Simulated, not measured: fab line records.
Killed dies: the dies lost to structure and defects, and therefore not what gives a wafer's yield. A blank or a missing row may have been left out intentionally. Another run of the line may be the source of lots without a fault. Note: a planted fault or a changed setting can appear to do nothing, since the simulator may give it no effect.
Struck lot and sound lot, side by side    flow nand-harc    14 out of 1302 route steps
Sound: wafers L497.2, L497.4, L497.6. Wafers L502.1, L502.4, L502.6 were the ones struck. The cause is named last.
At each step with rows: each side's tool, then ch and its chambers, then its first start. Under that, the readings that differ: sound wafers    struck wafers    difference of the means    sigmas: that difference in standard deviations of wafers without a fault.
alike: readings with means less than 2 such deviations apart, plus words and numbers identical on both sides. not compared: withheld readings, readings lacking a value on some wafer, bounds such as >300 that could conceal the same value, and numbers that have no deviation in the record and whose values overlap.
Wherever a step has rows on one side only, a row that says differs or no value, or a row with sigmas, the two part there. Non-overlapping numbers with no deviation appear without sigmas and do not part them. A reading missing from all wafers of one side parts the sides only when that side holds two or more wafers.

first, 1 step without rows for these wafers: NHARC_A_ONON_D1_DEP_06 (target thk 1000 nm).
NHARC_A_ONON_D1_THK_MEAS_08: measures by ellipsometry.
  struck on film-metro-02, day 10 14:54; sound on film-metro-02, day 8 20:14
reading      sound           struck       difference  sigmas
thk-nm (nm)  1005 1006 1006  981 983 982  -24         -3
following that, 1 step holds no rows for these wafers, namely NHARC_A_ONON_D1_DEP_09 (target thickness 1000 nm).
NHARC_A_ONON_D1_THK_MEAS_11: measures by ellipsometry.
  struck on film-metro-02, day 10 15:28; sound on film-metro-02, day 8 20:48
  alike: thk-nm
following that, 1 step holds no rows for these wafers, namely NHARC_A_ONON_D1_DEP_12 (target thickness 1000 nm).
NHARC_A_ONON_D1_THK_MEAS_14: measures by ellipsometry.
  struck on film-metro-01, day 10 16:02; sound on film-metro-02, day 8 21:22
  alike: thk-nm
then, 2 steps without rows for these wafers: NHARC_A_ONON_D1_ANNEAL_15 (time 3600 s); NHARC_A_ONON_D1_DEP_16 (target thk 1000 nm).
NHARC_A_ONON_D1_THK_MEAS_18: measures by ellipsometry.
  struck on film-metro-01, day 11 00:46; sound on film-metro-01, day 9 04:58
  alike: thk-nm
following that, 1 step holds no rows for these wafers, namely NHARC_A_ONON_D1_DEP_19 (target thickness 1000 nm).
NHARC_A_ONON_D1_THK_MEAS_21: measures by ellipsometry.
  struck on film-metro-01, day 11 01:20; sound on film-metro-01, day 9 05:32
  alike: thk-nm
NHARC_A_ONON_D1_DEP_22: target thk 1000 nm.
  sound on pecvd-onon-03 ch 0, day 9 05:39; struck on pecvd-onon-01 ch 0, day 11 01:23
reading               sound           struck          difference  sigmas
n2o-flow-sccm (sccm)  1999 1999 1999  1595 1597 1596  -403        -67
NHARC_A_ONON_D1_THK_MEAS_24: measures by ellipsometry.
  struck on film-metro-01, day 11 01:55; sound on film-metro-01, day 9 06:06
  alike: thk-nm
-- the record jumps here: 17 days lie between the struck wafers' starts before and after (it left off in module A_ONON_D1 and takes up again in module END, whose first step shown is number 1302 of the route) --
NHARC_END_SORT_01:
  only the struck wafers appear in the record here, on prober-02 ch 0 at day 28 09:35; the sound ones have no rows

WHERE THEY PART
At NHARC_A_ONON_D1_THK_MEAS_08 first; at NHARC_END_SORT_01 last (within this record only).

WHY: what the simulator had put in
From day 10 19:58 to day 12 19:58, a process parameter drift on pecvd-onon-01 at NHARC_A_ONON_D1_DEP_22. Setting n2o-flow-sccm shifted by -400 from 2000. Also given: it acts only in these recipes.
